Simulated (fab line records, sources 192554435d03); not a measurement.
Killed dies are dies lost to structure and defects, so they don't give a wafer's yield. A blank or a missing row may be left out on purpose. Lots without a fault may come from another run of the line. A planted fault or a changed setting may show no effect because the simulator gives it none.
One fault seen from 2 desks | flow n5_finfet | each desk has only its own numbers; what lay behind them comes last

THE TOOL OWNER'S DESK: rie_si-03
The tool's own readings at N5_DUMMY_GATE_ETCH_23 (etches poly-Si in HBr/Cl2/O2, target depth 41 nm, time 22.3 s): means of the sampled wafers that have a number, for each lot that ran on this tool. A lot is out of limits, marked OUT, if its mean lies more than 4 standard deviations from the usual mean; the brackets give that distance.
Columns: A = drypump_motor_current_A at N5_DUMMY_GATE_ETCH_23, usual 5.8 A; B = oes_product_au at N5_DUMMY_GATE_ETCH_23, usual 1.000 a.u.; C = throttle_valve_pct at N5_DUMMY_GATE_ETCH_23, usual 37.3 %
lot  | first seen here | A   | B     | C
L616 | day 5 06:25     | 6.2 | 1.004 | 37.1
L624 | day 7 07:55     | 6.0 | 0.960 | 37.2
This desk's finding: nothing out of limits on any of the 2 lots.

THE METROLOGY DESK
What the gauges read, lot by lot, whatever tool the lot ran on: means of the sampled wafers that have a number. A lot is out of limits, marked OUT, if its mean lies more than 4 standard deviations from the usual mean; the brackets give that distance. Of its 11 readings 7 are shown: those that lie furthest out on some lot.
Columns: A = cd_nm at N5_DUMMY_GATE_CD_MEAS_50, usual 14.0 nm; B = DIBL_N at N5_BEOL_M4_RC_MEAS_101, usual 36.0 mV/V; C = DIBL_P at N5_BEOL_M4_RC_MEAS_101, usual 36.2 mV/V; D = IOFF_N at N5_BEOL_M4_RC_MEAS_101, usual 0.16 nA/um; E = SS_N at N5_BEOL_M4_RC_MEAS_101, usual 71.4 mV/dec; F = SS_P at N5_BEOL_M4_RC_MEAS_101, usual 73.2 mV/dec; G = VT_N at N5_BEOL_M4_RC_MEAS_101, usual 250 mV
lot  | first seen here | A    | B    | C    | D    | E    | F    | G
L607 | day 2 23:31     | 13.8 | 36.0 | 36.8 | 0.16 | 71.7 | 73.4 | 247
L608 | day 3 09:07     | 14.0 | 32.1 | 33.2 | 0.12 | 70.7 | 71.8 | 255
L616 | day 5 06:05     | 13.6 | 39.4 | 41.3 | 0.20 | 72.2 | 73.9 | 248
L624 | day 7 07:35     | 14.5 | 34.7 | 33.7 | 0.12 | 70.5 | 73.1 | 252
L626 | day 7 18:22     | 14.3 | 36.1 | 37.0 | 0.16 | 71.4 | 73.2 | 251
This desk's finding: nothing out of limits on any of the 5 lots.

PUT TOGETHER
The tool owner's desk saw nothing out of limits.
The metrology desk saw nothing out of limits.

WHAT THE SIMULATOR HAD PUT IN
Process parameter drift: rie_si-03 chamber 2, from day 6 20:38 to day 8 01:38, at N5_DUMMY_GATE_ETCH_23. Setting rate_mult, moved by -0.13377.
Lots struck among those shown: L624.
